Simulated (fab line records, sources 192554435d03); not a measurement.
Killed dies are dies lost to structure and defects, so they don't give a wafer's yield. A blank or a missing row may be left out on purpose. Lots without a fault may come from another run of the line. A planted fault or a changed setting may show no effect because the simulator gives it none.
fab line records | flow n5_finfet
record lots=23 wafers=69 last_day=18
route steps=1938 shown MOL_CONTACT_COAG@589 BEOL_M0_SAQP@637
lots that met no fault: from a run of the same line without faults
start_h: hours from the record's first day to the start of the lot's first wafer shown | wait_h: hours since the lot's step before | " the same as in the row above | L1.1+2: a row that stands for several wafers | - no value, or no start given | * or withheld: withheld | < > ~ a bound
route shown NAME@n: a module of which the file shows steps, and the number in the route of the first | usual: mean/standard deviation of fault-free wafers | same: alike in all rows | chamber/n: place in a boat | sites: the reading at each site | _std_site: their standard deviation | _edge_site: outer sites' mean less inner sites' | radius_mm: how far each site lies from the wafer's centre | mask NAME#n: copy n | behind: the tool/chamber that last shaped the wafer | hold: why the lot was held/for how many hours/how that ended | device: the transistor (n, p or np) that didn't switch | end of line: the same wafers' tests at the end of the route | a step without rows: its recipe alone | killed: dies lost to structure and defects at the first sort, not the wafer's yield | map: a wafer's dies, x killed, . not, _ none there
set.NAME: the setting as run; set.NAME@STEP: as run at that earlier step | model.NAME: the simulator's own value behind a step, which no gauge read
steps of the route over a sample of lots; a table a step, a row a wafer
services: from which hour (start_h, from the record's first day; less than 0 if before it) a tool's chamber was out of use, for how many hours, and why
## steps
# step N5_MOL_CONTACT_COAG_STRIP_119
# recipe chemistry=N2/H2 time_s=30 power_w=1000 temp_c=250 pressure_mtorr=withheld n2_flow_sccm=1750 h2_flow_sccm=3250
# usual drypump_motor_current_A=5.4/0.37 h2_flow_sccm=3249/10 heater_power_w=331/40 n2_flow_sccm=1750/5.3
# columns lot.wafer tool chamber start_h wait_h drypump_motor_current_A h2_flow_sccm heater_power_w n2_flow_sccm rf_hours_counter_h
L074.1 plasma_asher-02 1 99.64 0.1 4.9 3256 293 1755 92
L074.3 " 1 " " 4.9 3261 287 1752 -
L074.4 " 0 " " 5.8 3253 298 1750 -
L075.1 plasma_asher-02 1 107.94 0.1 4.9 3238 287 1743 93
L075.4 " 1 " " 4.9 3239 304 1748 -
L075.6 " 0 " " 5.8 3250 300 1754 -
L076.4 plasma_asher-01 1 110.82 0.0 5.5 3250 361 1747 -
L076.5 " 0 " " 5.6 3257 393 1752 -
L076.6 " 1 " " 5.5 3242 356 1744 -
L077.3 plasma_asher-01 0 115.78 0.1 5.7 3250 390 1746 -
L077.5 " 0 " " 5.7 3271 384 1753 -
L077.6 " 1 " " 5.5 3243 362 1755 -
L078.1 plasma_asher-01 0 129.90 0.1 5.6 3274 383 1740 46
L078.2 " 1 " " 5.4 3244 367 1755 46
L078.3 " 0 " " 5.6 3247 389 1750 -
L079.2 plasma_asher-01 0 137.53 0.1 5.7 3246 389 1752 47
L079.4 " 1 " " 5.4 3239 362 1741 -
L079.5 " 0 " " 5.6 3249 380 1744 -
L080.1 plasma_asher-01 0 140.99 0.1 5.6 3252 386 1745 48
L080.4 " 0 " " 5.7 3248 382 1756 -
L080.5 " 0 " " 5.7 3259 390 1753 -
L081.1 plasma_asher-02 1 147.00 0.1 4.9 3247 298 1758 103
L081.2 " 0 " " 5.8 3248 304 1749 103
L081.6 " 1 " " 4.9 3266 292 1752 -
L082.1 plasma_asher-02 1 150.40 0.1 4.9 3251 289 1752 103
L082.3 " 0 " " 5.8 3247 311 1756 -
L082.4 " 1 " " 4.9 3231 293 1745 -
L084.1 plasma_asher-02 1 162.93 0.1 4.9 3251 293 1750 106
L084.2 " 0 " " 5.8 3238 301 1752 106
L084.5 " 0 " " 5.8 3243 301 1748 -
L085.2 plasma_asher-02 0 167.38 0.1 5.8 3271 302 1747 106
L085.4 " 1 " " 4.9 3251 294 1743 -
L085.6 " 1 " " 4.9 3255 296 1746 -
L086.3 plasma_asher-01 0 171.16 0.2 5.7 3245 405 1749 -
L086.4 " 1 " " 5.4 3247 375 1757 -
L086.6 " 0 " " 5.7 3253 399 1748 -
L087.2 plasma_asher-01 0 185.67 0.1 5.6 3248 399 1753 57
L087.4 " 1 " " 5.5 3241 367 1744 -
L087.6 " 0 " " 5.7 3248 383 1752 -
L088.2 plasma_asher-02 1 187.46 0.1 4.9 3256 290 1751 110
L088.4 " 0 " " 5.8 3264 306 1752 -
L088.6 " 0 " " 5.8 3246 294 1750 -
L089.1 plasma_asher-02 1 190.70 0.1 4.9 3245 296 1752 110
L089.3 " 1 " " 4.9 3258 303 1750 -
L089.6 " 1 " " 4.9 3236 293 1760 -
L090.2 plasma_asher-01 1 193.78 0.1 5.4 3238 365 1749 59
L090.3 " 0 " " 5.6 3250 391 1750 -
L090.5 " 0 " " 5.6 3253 385 1754 -
L091.3 plasma_asher-01 1 199.17 0.1 5.4 3234 366 1739 -
L091.4 " 0 " " 5.6 3280 390 1759 -
L091.6 " 0 " " 5.6 3272 402 1759 -
L092.2 plasma_asher-02 1 207.78 0.1 4.9 3256 294 1753 112
L092.3 " 0 " " 5.8 3245 301 1752 -
L092.5 " 0 " " 5.8 3246 296 1742 -
L093.2 plasma_asher-01 1 213.82 0.1 5.5 3235 367 1755 64
L093.5 " 1 " " 5.5 3241 362 1754 -
L093.6 " 0 " " 5.7 3254 394 1743 -
L094.2 plasma_asher-02 1 219.32 0.1 4.9 3254 288 1750 115
L094.4 " 1 " " 4.8 3233 294 1753 -
L094.5 " 1 " " 4.9 3252 301 1750 -
L095.1 plasma_asher-02 0 231.57 0.1 5.8 3251 300 1757 117
L095.2 " 1 " " 4.9 3247 292 1739 117
L095.3 " 1 " " 4.9 3231 296 1748 -
L096.3 plasma_asher-02 1 232.33 0.1 4.9 3252 306 1754 -
L096.5 " 0 " " 5.8 3233 300 1758 -
L096.6 " 1 " " 4.9 3248 294 1756 -
L097.1 plasma_asher-02 1 236.37 0.1 4.9 3259 290 1756 118
L097.3 " 1 " " 4.9 3228 301 1753 -
L097.4 " 0 " " 5.8 3253 301 1753 -
# step N5_MOL_CONTACT_COAG_CD_MEAS_137
# recipe target_cd_nm=16
# usual cd_nm=16.0/0.36
# columns lot.wafer tool chamber start_h wait_h cd_nm
L074.1 cd_sem-02 - 99.78 0.0 15.4
L074.3 " - " " 16.0
L074.4 " - " " 16.1
L075.1 cd_sem-01 - 108.08 0.0 15.8
L075.4 " - " " 15.7
L075.6 " - " " 15.8
L076.4 cd_sem-01 - 110.95 0.0 16.4
L076.5 " - " " 16.3
L076.6 " - " " 16.1
L077.3 cd_sem-03 - 115.91 0.0 16.2
L077.5 " - " " 15.3
L077.6 " - " " 16.2
L078.1 cd_sem-01 - 130.05 0.0 16.4
L078.2 " - " " 16.0
L078.3 " - " " 15.7
L079.2 cd_sem-02 - 137.68 0.0 16.3
L079.4 " - " " 16.6
L079.5 " - " " 16.0
L080.1 cd_sem-03 - 141.13 0.0 16.0
L080.4 " - " " 15.9
L080.5 " - " " 16.0
L081.1 cd_sem-01 - 147.15 0.0 16.5
L081.2 " - " " 16.4
L081.6 " - " " 16.2
L082.1 cd_sem-01 - 150.55 0.0 16.5
L082.3 " - " " 15.8
L082.4 " - " " 15.9
L084.1 cd_sem-03 - 163.07 0.0 16.0
L084.2 " - " " 15.7
L084.5 " - " " 15.6
L085.2 cd_sem-02 - 167.52 0.0 15.4
L085.4 " - " " 16.0
L085.6 " - " " 15.4
L086.3 cd_sem-03 - 171.29 0.0 16.0
L086.4 " - " " 15.9
L086.6 " - " " 16.1
L087.2 cd_sem-02 - 185.82 0.0 16.3
L087.4 " - " " 16.1
L087.6 " - " " 16.3
L088.2 cd_sem-02 - 187.61 0.0 16.3
L088.4 " - " " 15.6
L088.6 " - " " 16.3
L089.1 cd_sem-03 - 190.84 0.0 16.0
L089.3 " - " " 16.4
L089.6 " - " " 16.2
L090.2 cd_sem-01 - 193.93 0.0 16.7
L090.3 " - " " 16.1
L090.5 " - " " 16.5
L091.3 cd_sem-02 - 199.30 0.0 16.6
L091.4 " - " " 16.0
L091.6 " - " " 16.4
L092.2 cd_sem-02 - 207.93 0.0 15.5
L092.3 " - " " 15.7
L092.5 " - " " 15.6
L093.2 cd_sem-03 - 213.97 0.0 16.2
L093.5 " - " " 16.0
L093.6 " - " " 16.2
L094.2 cd_sem-01 - 219.47 0.0 15.8
L094.4 " - " " 16.3
L094.5 " - " " 15.7
L095.1 cd_sem-01 - 231.74 0.0 15.9
L095.2 " - " " 15.0
L095.3 " - " " 16.6
L096.3 cd_sem-03 - 232.46 0.0 15.7
L096.5 " - " " 15.9
L096.6 " - " " 15.6
L097.1 cd_sem-03 - 236.52 0.0 15.7
L097.3 " - " " 15.9
L097.4 " - " " 15.7
# step N5_BEOL_M0_SAQP_PECVD_97
# recipe material=SiNx target_thk_a=230 temp_c=350 precursor=SiH4/NH3/N2 pressure_torr=1.5 rf_w=300 time_s=19.9
# usual heater_power_w=565/60 showerhead_plenum_p_Torr=5.15/0.052 showerhead_vpp_V=1073/43 throttle_valve_pct=40.0/2.2
# columns lot.wafer tool chamber start_h wait_h heater_power_w showerhead_plenum_p_Torr showerhead_vpp_V throttle_valve_pct
L074.1 pecvd-02 2 105.58 0.0 555 5.15 1118 37.0
L074.3 " 1 " " 511 5.10 1083 44.1
L074.4 " 1 " " 517 5.09 1100 44.2
L075.1 pecvd-02 1 114.13 0.0 506 5.09 1103 43.9
L075.4 " 0 " " 491 5.11 990 40.5
L075.6 " 1 " " 520 5.07 1099 44.4
L076.4 pecvd-02 2 120.98 0.0 569 5.14 1104 36.7
L076.5 " 1 " " 554 5.09 1095 44.1
L076.6 " 0 " " 432 5.12 997 40.3
L077.3 pecvd-01 0 121.92 0.0 535 5.13 1076 38.7
L077.5 " 0 " " 558 5.14 1096 38.7
L077.6 " 2 " " 589 5.25 1018 38.1
L078.1 pecvd-04 2 136.90 0.0 551 5.22 1132 39.4
L078.2 " 1 " " 628 5.17 1082 43.7
L078.3 " 0 " " 579 5.17 1065 37.7
L079.2 pecvd-01 0 145.20 0.0 578 5.12 1058 39.0
L079.4 " 1 " " 715 5.08 1115 40.0
L079.5 " 2 " " 576 5.24 1023 38.0
L080.1 pecvd-04 0 148.49 0.0 554 5.15 1057 37.7
L080.4 " 0 " " 538 5.15 1069 37.8
L080.5 " 2 " " 523 5.22 1103 39.6
L081.1 pecvd-04 1 154.56 0.0 569 5.16 1071 43.8
L081.2 " 0 " " 582 5.17 1050 37.9
L081.6 " 2 " " 538 5.22 1125 39.7
L082.1 pecvd-04 0 158.18 0.0 593 5.15 1065 37.8
L082.3 " 1 " " 508 5.15 1063 43.5
L082.4 " 1 " " 529 5.17 1049 43.2
L084.1 pecvd-04 2 169.07 0.0 528 5.22 1125 39.9
L084.2 " 1 " " 537 5.15 1049 43.7
L084.5 " 1 " " 539 5.16 1072 43.9
L085.2 pecvd-04 0 176.46 0.0 581 5.16 1069 38.0
L085.4 " 2 " " 553 5.22 1121 39.8
L085.6 " 0 " " 601 5.14 1047 38.5
L086.3 pecvd-01 0 177.16 0.0 570 5.11 1095 38.7
L086.4 " 0 " " 586 5.12 1076 38.9
L086.6 " 2 " " 614 5.23 1008 38.3
L087.2 pecvd-02 2 192.45 0.0 517 5.13 1127 36.7
L087.4 " 2 " " 514 5.13 1127 36.8
L087.6 " 0 " " 453 5.12 977 41.2
L088.2 pecvd-01 0 194.93 0.0 584 5.15 1079 39.0
L088.4 " 0 " " 578 5.13 1069 38.8
L088.6 " 1 " " 655 5.09 1097 40.1
L089.1 pecvd-04 2 200.03 0.0 517 5.22 1101 40.0
L089.3 " 0 " " 573 5.14 1085 38.3
L089.6 " 1 " " 603 5.15 1080 43.8
L090.2 pecvd-01 1 200.98 0.0 625 5.08 1090 40.1
L090.3 " 0 " " 508 5.12 1074 39.0
L090.5 " 1 " " 622 5.06 1117 40.2
L091.3 pecvd-04 2 206.35 0.0 534 5.23 1104 39.9
L091.4 " 1 " " 623 5.15 1060 43.5
L091.6 " 0 " " 521 5.14 1056 38.2
L092.2 pecvd-02 1 213.89 0.0 480 5.09 1099 44.0
L092.3 " 0 " " 498 5.10 983 40.6
L092.5 " 1 " " 469 5.08 1082 43.6
L093.2 pecvd-04 0 220.79 0.0 532 5.16 1053 38.3
L093.5 " 1 " " 582 5.17 1081 43.9
L093.6 " 2 " " 538 5.22 1117 39.8
L094.2 pecvd-01 0 227.03 0.0 599 5.13 1082 38.5
L094.4 " 2 " " 526 5.24 990 38.4
L094.5 " 0 " " 607 5.12 1081 38.7
L095.1 pecvd-04 0 238.63 0.0 531 5.16 1069 38.1
L095.2 " 1 " " 585 5.16 1077 43.8
L095.3 " 2 " " 496 5.21 1117 40.0
L096.3 pecvd-01 0 241.97 0.0 551 5.13 1061 38.9
L096.5 " 0 " " 546 5.12 1086 38.8
L096.6 " 1 " " 654 5.07 1106 40.0
L097.1 pecvd-01 1 245.46 0.0 595 5.08 1100 40.0
L097.3 " 2 " " 585 5.23 1014 38.5
L097.4 " 2 " " 584 5.25 989 38.4
# step N5_BEOL_M0_SAQP_MANDREL_ETCH_20
# recipe target_depth_a=600 chemistry=HBr/Cl2 target=a-Si stop_on=SiNx bt_time_s=10 mask_material=SOC over_etch_frac=0.5 time_s=30 pressure_mtorr=10 icp_w=800 bias_w=75 HBr_flow_sccm=150 Cl2_flow_sccm=80 ends=end_point
# usual bias_w=74.98/0.22 chamber_pressure_mTorr=10.000/0.01 drypump_motor_current_A=5.7/0.31 oes_product_au=0.771/0.013 throttle_valve_pct=35.5/0.6
# same bt_time_s=10 over_etch_frac=0.5
# columns lot.wafer tool chamber start_h wait_h bias_w chamber_pressure_mTorr drypump_motor_current_A oes_product_au rf_hours_counter_h throttle_valve_pct
L074.1 rie_si-06 0 106.57 0.0 75.07 9.989 5.8 0.781 39 35.1
L074.3 " 2 " " 75.35 9.990 5.6 0.755 3 35.4
L074.4 " 3 " " 74.74 9.991 5.8 0.776 86 35.6
L075.1 rie_si-05 1 114.99 0.0 74.64 9.992 5.7 0.792 93 35.9
L075.4 " 2 " " 74.82 9.997 5.8 0.782 107 36.4
L075.6 " 2 " " 75.02 10.020 5.8 0.781 - 36.5
L076.4 rie_si-04 3 121.98 0.0 74.91 10.002 5.4 0.792 5 34.6
L076.5 " 0 " " 75.20 9.992 5.8 0.782 - 34.5
L076.6 " 3 " " 75.00 9.994 5.5 0.788 - 34.6
L077.3 rie_si-05 0 122.78 0.0 74.71 9.992 6.0 0.749 143 36.4
L077.5 " 1 " " 75.22 9.927 5.7 0.799 - 35.9
L077.6 " 0 " " 74.81 10.003 6.0 0.758 - 36.4
L078.1 rie_si-05 3 137.93 0.0 75.23 9.994 5.1 0.787 8 35.2
L078.2 " 0 " " 75.11 10.002 6.0 0.754 143 36.4
L078.3 " 2 " " 75.24 10.003 5.8 0.774 108 36.5
L079.2 rie_si-05 1 146.35 0.0 75.10 10.007 5.7 0.790 93 35.9
L079.4 " 3 " " 74.82 9.988 5.1 0.781 8 35.2
L079.5 " 3 " " 74.92 9.992 5.1 0.786 - 35.1
L080.1 rie_si-05 0 149.76 0.0 75.16 9.995 6.0 0.756 144 36.4
L080.4 " 3 " " 74.85 10.007 5.1 0.782 9 35.2
L080.5 " 1 " " 74.94 9.984 5.7 0.784 - 35.9
L081.1 rie_si-06 2 155.42 0.0 74.72 10.001 5.6 0.759 3 35.4
L081.2 " 3 " " 74.68 10.000 5.8 0.755 87 35.7
L081.6 " 1 " " 75.03 10.001 6.0 0.761 - 35.6
L082.1 rie_si-04 0 159.04 0.0 75.16 10.003 5.8 0.762 77 34.5
L082.3 " 1 " " 74.91 9.990 5.8 0.753 9 35.1
L082.4 " 2 " " 75.37 10.002 5.0 0.765 27 35.9
L084.1 rie_si-06 3 170.05 0.0 75.07 10.007 5.8 0.770 87 35.6
L084.2 " 2 " " 74.91 9.995 5.6 0.760 4 35.4
L084.5 " 2 " " 75.25 10.006 5.6 0.758 - 35.3
L085.2 rie_si-06 1 177.80 0.0 74.75 9.998 6.0 0.776 70 35.6
L085.4 " 3 " " 75.23 9.996 5.8 0.763 87 35.6
L085.6 " 1 " " 75.02 9.999 6.1 0.769 - 35.6
L086.3 rie_si-04 3 178.17 0.0 74.88 10.014 5.5 0.785 6 34.6
L086.4 " 1 " " 75.51 10.001 5.8 0.770 10 35.1
L086.6 " 1 " " 75.36 9.998 5.8 0.770 - 35.1
L087.2 rie_si-06 0 193.47 0.0 75.07 10.012 5.8 0.781 41 35.1
L087.4 " 1 " " 74.75 10.000 6.1 0.778 70 35.6
L087.6 " 0 " " 75.00 10.006 5.8 0.786 - 35.1
L088.2 rie_si-04 0 195.98 0.0 75.06 9.997 5.7 0.774 78 34.5
L088.4 " 1 " " 74.91 9.998 5.8 0.778 - 35.1
L088.6 " 0 " " 75.16 10.004 5.8 0.780 - 34.5
L089.1 rie_si-04 1 201.12 0.0 74.97 10.007 5.8 0.754 10 35.1
L089.3 " 0 " " 75.35 10.009 5.8 0.770 78 34.5
L089.6 " 1 " " 74.82 9.998 5.8 0.757 - 35.1
L090.2 rie_si-05 0 201.96 0.0 74.93 9.999 6.0 0.754 144 36.4
L090.3 " 3 " " 74.91 10.003 5.1 0.779 9 35.2
L090.5 " 3 " " 75.01 10.004 5.1 0.783 - 35.2
L091.3 rie_si-04 1 207.33 0.0 74.74 9.986 5.8 0.745 10 35.2
L091.4 " 3 " " 75.17 9.999 5.4 0.776 7 34.6
L091.6 " 2 " " 75.04 9.999 5.0 0.765 - 35.9
L092.2 rie_si-06 2 214.88 0.0 75.33 9.994 5.6 0.753 5 35.4
L092.3 " 0 " " 75.02 9.995 5.8 0.773 41 35.1
L092.5 " 2 " " 74.88 9.994 5.6 0.760 - 35.4
L093.2 rie_si-04 0 221.65 0.0 74.34 9.997 5.7 0.780 78 34.5
L093.5 " 3 " " 75.23 10.003 5.5 0.776 - 34.6
L093.6 " 2 " " 74.84 10.001 5.0 0.771 - 35.9
L094.2 rie_si-05 3 227.97 0.0 74.79 10.006 5.1 0.778 10 35.2
L094.4 " 0 " " 75.09 9.993 6.0 0.754 145 36.4
L094.5 " 1 " " 74.65 9.994 5.7 0.791 - 35.9
L095.1 rie_si-04 1 239.89 0.0 74.89 10.006 5.8 0.760 11 35.1
L095.2 " 0 " " 74.96 9.995 5.7 0.766 78 34.5
L095.3 " 3 " " 74.81 10.004 5.5 0.772 7 34.6
L096.3 rie_si-06 0 242.90 0.0 74.88 10.013 5.8 0.784 42 35.1
L096.5 " 1 " " 75.33 10.016 6.0 0.779 - 35.6
L096.6 " 0 " " 74.77 9.999 5.8 0.781 - 35.1
L097.1 rie_si-05 0 246.61 0.0 74.92 9.995 6.0 0.747 145 36.4
L097.3 " 2 " " 74.88 9.990 5.8 0.765 110 36.5
L097.4 " 3 " " 75.13 10.002 5.1 0.784 10 35.2
# step N5_BEOL_M0_SAQP_SPACER1_ETCHBACK_99
# recipe chemistry=CHF3/O2 mode=anisotropic_etchback target=SiO2 target_depth_a=154 time_s=7.7 pressure_mtorr=30 source_w=650 bias_w=170 Ar_flow_sccm=200 CHF3_flow_sccm=50 O2_flow_sccm=5 ion_energy_ev=200
# usual bias_w=169.9/0.49 chamber_pressure_mTorr=29.996/0.027 drypump_motor_current_A=5.8/0.53 oes_ar_750_au=0.77/0.09 oes_product_au=0.77/0.096 rf_vpp_V=529/5.7 showerhead_plenum_p_Torr=2.45/0.066 throttle_valve_pct=18.95/0.23
# columns lot.wafer tool chamber start_h wait_h bias_w chamber_pressure_mTorr drypump_motor_current_A oes_ar_750_au oes_product_au rf_hours_counter_h rf_vpp_V showerhead_plenum_p_Torr throttle_valve_pct
L074.1 rie_diel-02 2 109.24 0.4 170.0 29.956 5.9 0.71 0.72 217 517 2.32 18.96
L074.3 " 3 " " 169.2 30.030 6.2 0.70 0.70 207 528 2.49 18.85
L074.4 " 1 " " 170.5 29.967 6.3 0.84 0.85 42 533 2.46 18.50
L075.1 rie_diel-03 1 116.08 0.3 169.7 30.005 5.4 0.77 0.77 154 528 2.42 19.29
L075.4 " 0 " " 169.4 29.988 5.9 0.69 0.69 246 523 2.38 19.47
L075.6 " 3 " " 170.8 30.019 4.8 0.77 0.75 - 537 2.54 19.07
L076.4 rie_diel-02 2 123.08 0.3 169.6 29.977 5.9 0.71 0.71 221 517 2.32 18.96
L076.5 " 0 " " 169.8 29.985 5.2 0.72 0.72 - 530 2.48 18.90
L076.6 " 3 " " 169.2 30.013 6.2 0.70 0.69 - 525 2.48 18.85
L077.3 rie_diel-03 0 124.11 0.5 170.6 30.007 5.9 0.69 0.69 248 524 2.38 19.49
L077.5 " 2 " " 169.9 29.965 6.0 0.69 0.67 - 525 2.50 19.36
L077.6 " 1 " " 169.0 30.009 5.3 0.77 0.77 - 528 2.42 19.29
L078.1 rie_diel-02 2 139.02 0.3 169.7 29.990 5.9 0.71 0.70 226 516 2.32 18.95
L078.2 " 1 " " 170.2 29.961 6.3 0.83 0.84 51 532 2.45 18.51
L078.3 " 3 " " 170.2 29.987 6.2 0.69 0.69 216 528 2.48 18.85
L079.2 rie_diel-02 3 147.44 0.3 170.0 30.022 6.2 0.69 0.69 218 528 2.48 18.85
L079.4 " 2 " " 170.0 30.028 5.9 0.71 0.71 228 516 2.32 18.98
L079.5 " 0 " " 170.3 30.034 5.2 0.71 0.71 - 529 2.48 18.92
L080.1 rie_diel-02 0 151.90 0.6 168.9 29.999 5.2 0.72 0.71 219 529 2.48 18.91
L080.4 " 3 " " 170.3 30.032 6.2 0.68 0.69 220 528 2.48 18.87
L080.5 " 2 " " 169.5 29.985 5.9 0.71 0.69 - 515 2.32 18.95
L081.1 rie_diel-02 0 156.51 0.3 170.1 30.012 5.2 0.71 0.70 221 531 2.48 18.90
L081.2 " 1 " " 170.5 30.036 6.3 0.82 0.83 57 532 2.45 18.53
L081.6 " 3 " " 170.0 29.999 6.2 0.69 0.69 - 526 2.48 18.88
L082.1 rie_diel-03 1 160.77 0.3 170.1 30.015 5.3 0.76 0.76 171 528 2.41 19.31
L082.3 " 0 " " 169.4 29.966 5.9 0.97 0.99 5 524 2.38 19.01
L082.4 " 1 " " 170.1 29.984 5.4 0.76 0.76 - 528 2.41 19.30
L084.1 rie_diel-05 3 171.14 0.3 170.6 29.983 5.8 0.72 0.70 166 527 2.50 19.19
L084.2 " 2 " " 169.5 30.001 6.6 0.74 0.75 153 525 2.40 18.82
L084.5 " 3 " " 170.6 29.986 5.8 0.72 0.72 - 529 2.50 19.17
L085.2 rie_diel-03 1 178.92 0.3 169.5 30.030 5.3 0.75 0.76 178 530 2.41 19.33
L085.4 " 2 " " 169.5 30.011 6.0 1.00 0.99 3 525 2.49 18.94
L085.6 " 1 " " 169.3 29.964 5.4 0.75 0.76 - 530 2.41 19.34
L086.3 rie_diel-03 2 179.28 0.3 169.9 30.033 5.9 0.99 1.00 3 524 2.49 18.94
L086.4 " 1 " " 170.9 29.980 5.3 0.75 0.76 178 530 2.41 19.33
L086.6 " 3 " " 170.1 30.004 4.8 0.75 0.72 - 537 2.54 19.12
L087.2 rie_diel-02 1 194.67 0.3 170.9 30.013 6.3 0.81 0.82 68 531 2.45 18.56
L087.4 " 3 " " 170.3 29.987 6.2 0.69 0.68 229 527 2.48 18.89
L087.6 " 1 " " 170.3 30.019 6.3 0.81 0.81 - 531 2.45 18.54
L088.2 rie_diel-02 2 197.48 0.3 170.5 30.012 5.9 0.69 0.69 244 517 2.31 19.00
L088.4 " 1 " " 170.0 30.012 6.3 0.80 0.81 69 531 2.45 18.55
L088.6 " 0 " " 170.1 29.995 5.2 0.70 0.69 - 529 2.47 18.92
L089.1 rie_diel-03 2 202.57 0.3 170.5 30.030 5.9 0.96 0.97 10 525 2.49 18.94
L089.3 " 3 " " 171.0 30.031 4.9 0.74 0.72 182 537 2.53 19.13
L089.6 " 2 " " 169.5 29.960 5.9 0.96 0.97 - 525 2.49 18.97
L090.2 rie_diel-05 3 203.05 0.3 169.5 30.018 5.9 0.71 0.70 176 527 2.50 19.19
L090.3 " 0 " " 169.4 29.942 6.6 0.75 0.74 160 534 2.34 18.72
L090.5 " 3 " " 169.5 30.035 5.8 0.71 0.70 - 528 2.50 19.19
L091.3 rie_diel-03 0 208.52 0.3 170.1 30.026 5.9 0.92 0.94 22 524 2.37 19.02
L091.4 " 2 " " 170.0 30.005 6.0 0.95 0.97 12 525 2.49 18.97
L091.6 " 1 " " 169.6 30.002 5.4 0.75 0.76 - 529 2.40 19.35
L092.2 rie_diel-05 0 216.29 0.4 169.7 30.072 6.6 0.74 0.73 165 537 2.34 18.72
L092.3 " 2 " " 169.9 30.047 6.6 0.74 0.75 169 525 2.40 18.85
L092.5 " 2 " " 170.3 30.033 6.6 0.74 0.74 - 527 2.40 18.87
L093.2 rie_diel-02 1 223.78 0.3 170.6 29.985 6.3 0.79 0.80 78 532 2.44 18.56
L093.5 " 1 " " 169.5 30.000 6.3 0.79 0.81 - 531 2.44 18.56
L093.6 " 0 " " 169.2 29.990 5.2 0.70 0.69 - 530 2.47 18.93
L094.2 rie_diel-03 1 229.15 0.3 169.1 29.965 5.4 0.74 0.73 194 529 2.40 19.35
L094.4 " 2 " " 170.8 29.971 6.0 0.94 0.96 18 525 2.48 18.98
L094.5 " 2 " " 170.1 29.970 6.0 0.95 0.95 - 525 2.48 19.00
L095.1 rie_diel-02 0 241.48 0.3 170.3 30.023 5.2 0.70 0.69 246 529 2.47 18.94
L095.2 " 3 " " 170.1 30.000 6.2 0.68 0.68 243 528 2.47 18.91
L095.3 " 1 " " 170.7 29.970 6.3 0.79 0.79 82 531 2.44 18.58
L096.3 rie_diel-02 0 244.27 0.3 169.5 29.991 5.2 0.70 0.68 247 530 2.47 18.96
L096.5 " 2 " " 169.2 30.039 5.9 0.94 0.95 - 526 2.60 18.66
L096.6 " 1 " " 169.8 29.996 6.3 0.79 0.79 - 531 2.44 18.59
L097.1 rie_diel-05 0 248.27 0.3 169.5 29.950 6.6 0.73 0.74 174 534 2.34 18.74
L097.3 " 3 " " 169.7 29.977 5.8 0.70 0.70 190 526 2.49 19.22
L097.4 " 1 " " 169.7 29.982 5.3 0.92 0.96 8 545 2.47 18.79
# step N5_BEOL_M0_SAQP_OVL_MEAS_41
# recipe points_per_wafer=522
# usual M0_CUT1_OVL=-0.3/0.68
# columns lot.wafer tool chamber start_h wait_h M0_CUT1_OVL[nm]
L074.1 overlay-02 0 111.88 0.0 0.3
L074.3 " 0 " " -0.3
L074.4 " 0 " " 0.1
L075.1 overlay-02 0 118.37 0.0 -1.0
L075.4 " 0 " " -1.3
L075.6 " 0 " " -0.2
L076.4 overlay-02 0 126.17 0.0 -0.7
L076.5 " 0 " " 0.3
L076.6 " 0 " " -0.8
L077.3 overlay-01 0 126.76 0.0 0.1
L077.5 " 0 " " -0.8
L077.6 " 0 " " -0.5
L078.1 overlay-02 0 141.31 0.0 -0.1
L078.2 " 0 " " -0.3
L078.3 " 0 " " -0.2
L079.2 overlay-02 0 150.07 0.0 -1.4
L079.4 " 0 " " -1.8
L079.5 " 0 " " -0.7
L080.1 overlay-01 0 155.49 0.0 -0.7
L080.4 " 0 " " 0.0
L080.5 " 0 " " 0.5
L081.1 overlay-01 0 159.28 0.0 -0.6
L081.2 " 0 " " -1.0
L081.6 " 0 " " 0.2
L082.1 overlay-02 0 163.45 0.0 0.8
L082.3 " 0 " " 0.3
L082.4 " 0 " " 1.1
L084.1 overlay-02 0 173.56 0.0 0.2
L084.2 " 0 " " -0.4
L084.5 " 0 " " 0.3
L085.2 overlay-01 0 182.70 0.0 -0.6
L085.4 " 0 " " -0.4
L085.6 " 0 " " -1.6
L086.3 overlay-02 0 182.99 0.0 0.2
L086.4 " 0 " " -0.3
L086.6 " 0 " " -0.1
L087.2 overlay-02 0 198.04 0.0 -0.1
L087.4 " 0 " " -0.3
L087.6 " 0 " " 0.5
L088.2 overlay-02 0 199.84 0.0 -0.5
L088.4 " 0 " " 0.4
L088.6 " 0 " " -0.7
L089.1 overlay-02 0 205.08 0.0 0.4
L089.3 " 0 " " 0.2
L089.6 " 0 " " -0.3
L090.2 overlay-02 0 205.53 0.0 -0.5
L090.3 " 0 " " -0.8
L090.5 " 0 " " -0.6
L091.3 overlay-01 0 211.07 0.0 -1.1
L091.4 " 0 " " -2.1
L091.6 " 0 " " -1.3
L092.2 overlay-02 0 218.95 0.0 0.7
L092.3 " 0 " " -0.7
L092.5 " 0 " " -0.6
L093.2 overlay-01 0 226.32 0.0 -0.3
L093.5 " 0 " " -0.5
L093.6 " 0 " " 0.6
L094.2 overlay-02 0 232.14 0.0 -0.3
L094.4 " 0 " " -1.1
L094.5 " 0 " " -1.7
L095.1 overlay-02 0 244.07 0.0 0.5
L095.2 " 0 " " 0.6
L095.3 " 0 " " -0.1
L096.3 overlay-02 0 246.83 0.0 0.2
L096.5 " 0 " " 0.0
L096.6 " 0 " " -1.1
L097.1 overlay-02 0 250.69 0.0 -0.1
L097.3 " 0 " " 0.0
L097.4 " 0 " " -0.8
## services
# columns tool chamber start_h hours kind
rie_si-06 - 81.02 2.8 pm
rie_si-05 - 82.59 10.0 pm
rie_diel-02 0 83.16 3.2 repair
pecvd-02 - 94.22 1.0 repair
rie_diel-05 3 120.53 12.2 repair
rie_diel-05 0 130.14 5.3 repair
rie_diel-03 0 130.43 - clean
rie_diel-03 0 130.43 - consumable_replace:focus_ring
rie_diel-03 0 130.43 18.5 scheduled_down
rie_diel-03 0 130.43 18.5 vent_cycle
rie_diel-02 - 145.77 0.3 repair
rie_si-05 3 170.39 8.0 repair
pecvd-04 0 182.03 5.5 scheduled_down
pecvd-02 2 185.05 3.7 repair
rie_si-04 3 195.33 5.1 repair
rie_si-04 2 210.48 7.3 repair
rie_diel-02 2 214.60 - clean
rie_diel-02 2 214.60 - consumable_replace:focus_ring
rie_diel-02 2 214.60 - consumable_replace:showerhead
rie_diel-02 2 214.60 22.7 scheduled_down
rie_diel-02 2 214.60 22.7 vent_cycle
rie_si-05 1 222.18 5.0 repair
pecvd-02 - 222.48 6.0 pm
pecvd-01 - 224.41 0.5 repair
## key
fault none
